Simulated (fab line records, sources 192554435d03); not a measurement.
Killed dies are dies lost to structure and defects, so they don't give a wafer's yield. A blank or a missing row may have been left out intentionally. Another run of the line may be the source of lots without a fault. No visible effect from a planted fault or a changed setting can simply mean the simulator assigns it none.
Chamber matching :: flow n5-finfet :: 4 sister chambers for N5_BEOL_M2_STRIP_36 on rie-diel-01
The step strips in N2/H2. 22 wafers are shown with their chamber, then 11 later ones without.

## WAFERS PAIRED WITH THEIR CHAMBERS
wafer: L076.1
chamber: 0
showerhead-plenum-p-Torr (Torr): 2.56
drypump-motor-current-A (A): 5.7
throttle-valve-pct (%): 23.35

wafer: L076.2
chamber: 2
showerhead-plenum-p-Torr (Torr): 2.71
drypump-motor-current-A (A): 5.3
throttle-valve-pct (%): 23.47

wafer: L076.3
chamber: 1
showerhead-plenum-p-Torr (Torr): 2.70
drypump-motor-current-A (A): 5.1
throttle-valve-pct (%): 23.58

wafer: L076.4
chamber: 3
showerhead-plenum-p-Torr (Torr): 2.49
drypump-motor-current-A (A): 6.3
throttle-valve-pct (%): 23.75

wafer: L076.5
chamber: 0
showerhead-plenum-p-Torr (Torr): 2.56
drypump-motor-current-A (A): 5.7
throttle-valve-pct (%): 23.36

wafer: L076.6
chamber: 1
showerhead-plenum-p-Torr (Torr): 2.70
drypump-motor-current-A (A): 5.1
throttle-valve-pct (%): 23.55

wafer: L079.4
chamber: 2
showerhead-plenum-p-Torr (Torr): 2.71
drypump-motor-current-A (A): 5.3
throttle-valve-pct (%): 23.46

wafer: L079.5
chamber: 3
showerhead-plenum-p-Torr (Torr): 2.49
drypump-motor-current-A (A): 6.3
throttle-valve-pct (%): 23.75

wafer: L079.6
chamber: 2
showerhead-plenum-p-Torr (Torr): 2.70
drypump-motor-current-A (A): 5.3
throttle-valve-pct (%): 23.47

wafer: L078.1
chamber: 3
showerhead-plenum-p-Torr (Torr): 2.49
drypump-motor-current-A (A): 6.3
throttle-valve-pct (%): 23.77

wafer: L078.4
chamber: 2
showerhead-plenum-p-Torr (Torr): 2.70
drypump-motor-current-A (A): 5.4
throttle-valve-pct (%): 23.48

wafer: L078.6
chamber: 2
showerhead-plenum-p-Torr (Torr): 2.70
drypump-motor-current-A (A): 5.4
throttle-valve-pct (%): 23.45

wafer: L080.2
chamber: 3
showerhead-plenum-p-Torr (Torr): 2.48
drypump-motor-current-A (A): 6.3
throttle-valve-pct (%): 23.79

wafer: L080.3
chamber: 1
showerhead-plenum-p-Torr (Torr): 2.70
drypump-motor-current-A (A): 5.1
throttle-valve-pct (%): 23.60

wafer: L080.6
chamber: 0
showerhead-plenum-p-Torr (Torr): 2.55
drypump-motor-current-A (A): 5.8
throttle-valve-pct (%): 23.34

wafer: L082.1
chamber: 0
showerhead-plenum-p-Torr (Torr): 2.55
drypump-motor-current-A (A): 5.8
throttle-valve-pct (%): 23.37

wafer: L082.5
chamber: 3
showerhead-plenum-p-Torr (Torr): 2.48
drypump-motor-current-A (A): 6.3
throttle-valve-pct (%): 23.76

wafer: L082.6
chamber: 2
showerhead-plenum-p-Torr (Torr): 2.70
drypump-motor-current-A (A): 5.4
throttle-valve-pct (%): 23.50

wafer: L084.2
chamber: 3
showerhead-plenum-p-Torr (Torr): 2.48
drypump-motor-current-A (A): 6.3
throttle-valve-pct (%): 23.80

wafer: L084.3
chamber: 0
showerhead-plenum-p-Torr (Torr): 2.55
drypump-motor-current-A (A): 5.7
throttle-valve-pct (%): 23.39

wafer: L084.5
chamber: 3
showerhead-plenum-p-Torr (Torr): 2.48
drypump-motor-current-A (A): 6.3
throttle-valve-pct (%): 23.77

wafer: L087.4
chamber: 2
showerhead-plenum-p-Torr (Torr): 2.70
drypump-motor-current-A (A): 5.4
throttle-valve-pct (%): 23.50

SIGNATURES, as means of the wafers listed above
reading: showerhead-plenum-p-Torr
chamber 0: 2.5540
chamber 1: 2.7000
chamber 2: 2.7029
chamber 3: 2.4843
scatter within a chamber: 0.00491

reading: drypump-motor-current-A
chamber 0: 5.740
chamber 1: 5.100
chamber 2: 5.357
chamber 3: 6.300
scatter within a chamber: 0.0402

reading: throttle-valve-pct
chamber 0: 23.3620
chamber 1: 23.5767
chamber 2: 23.4757
chamber 3: 23.7700
scatter within a chamber: 0.0199
Rule: a wafer's distance from a chamber is the root of the sum, over the readings, of the square of ((its reading less the chamber's mean) divided by the reading's scatter). The wafer belongs to the nearest chamber; if the next one is less than 2 further off, it can't be placed. How the scatter is found: for the shown wafers, subtract from each reading the mean of its chamber, square and add these, divide the total by (wafers less chambers), then take the root.

## WAFERS WITH NO CHAMBER GIVEN
wafer: L087.5
showerhead-plenum-p-Torr (Torr): 2.69
drypump-motor-current-A (A): 5.1
throttle-valve-pct (%): 23.59

wafer: L087.6
showerhead-plenum-p-Torr (Torr): 2.70
drypump-motor-current-A (A): 5.4
throttle-valve-pct (%): 23.49

wafer: L093.2
showerhead-plenum-p-Torr (Torr): 2.47
drypump-motor-current-A (A): 6.3
throttle-valve-pct (%): 23.79

wafer: L093.3
showerhead-plenum-p-Torr (Torr): 2.69
drypump-motor-current-A (A): 5.1
throttle-valve-pct (%): 23.61

wafer: L093.4
showerhead-plenum-p-Torr (Torr): 2.69
drypump-motor-current-A (A): 5.4
throttle-valve-pct (%): 23.51

wafer: L094.2
showerhead-plenum-p-Torr (Torr): 2.54
drypump-motor-current-A (A): 5.7
throttle-valve-pct (%): 23.39

wafer: L094.4
showerhead-plenum-p-Torr (Torr): 2.69
drypump-motor-current-A (A): 5.1
throttle-valve-pct (%): 23.62

wafer: L094.5
showerhead-plenum-p-Torr (Torr): 2.69
drypump-motor-current-A (A): 5.1
throttle-valve-pct (%): 23.60

wafer: L097.1
showerhead-plenum-p-Torr (Torr): 2.68
drypump-motor-current-A (A): 5.1
throttle-valve-pct (%): 23.62

wafer: L097.2
showerhead-plenum-p-Torr (Torr): 2.54
drypump-motor-current-A (A): 5.8
throttle-valve-pct (%): 23.42

wafer: L097.5
showerhead-plenum-p-Torr (Torr): 2.68
drypump-motor-current-A (A): 5.3
throttle-valve-pct (%): 23.54

## EACH ONE'S CHAMBER
wafer: L087.5
from the rows above: 1
in truth: 1

wafer: L087.6
from the rows above: 2
in truth: 2

wafer: L093.2
from the rows above: 3
in truth: 3

wafer: L093.3
from the rows above: 1
in truth: 1

wafer: L093.4
from the rows above: 2
in truth: 2

wafer: L094.2
from the rows above: 0
in truth: 0

wafer: L094.4
from the rows above: 1
in truth: 1

wafer: L094.5
from the rows above: 1
in truth: 1

wafer: L097.1
from the rows above: 1
in truth: 1

wafer: L097.2
from the rows above: 0
in truth: 0

wafer: L097.5
from the rows above: can't be placed: 2 or 1
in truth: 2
Correct placement for 10 of the 11. From these rows, 1 cannot be placed; in 1 the true chamber is one of the candidates. 0 placed wrongly.
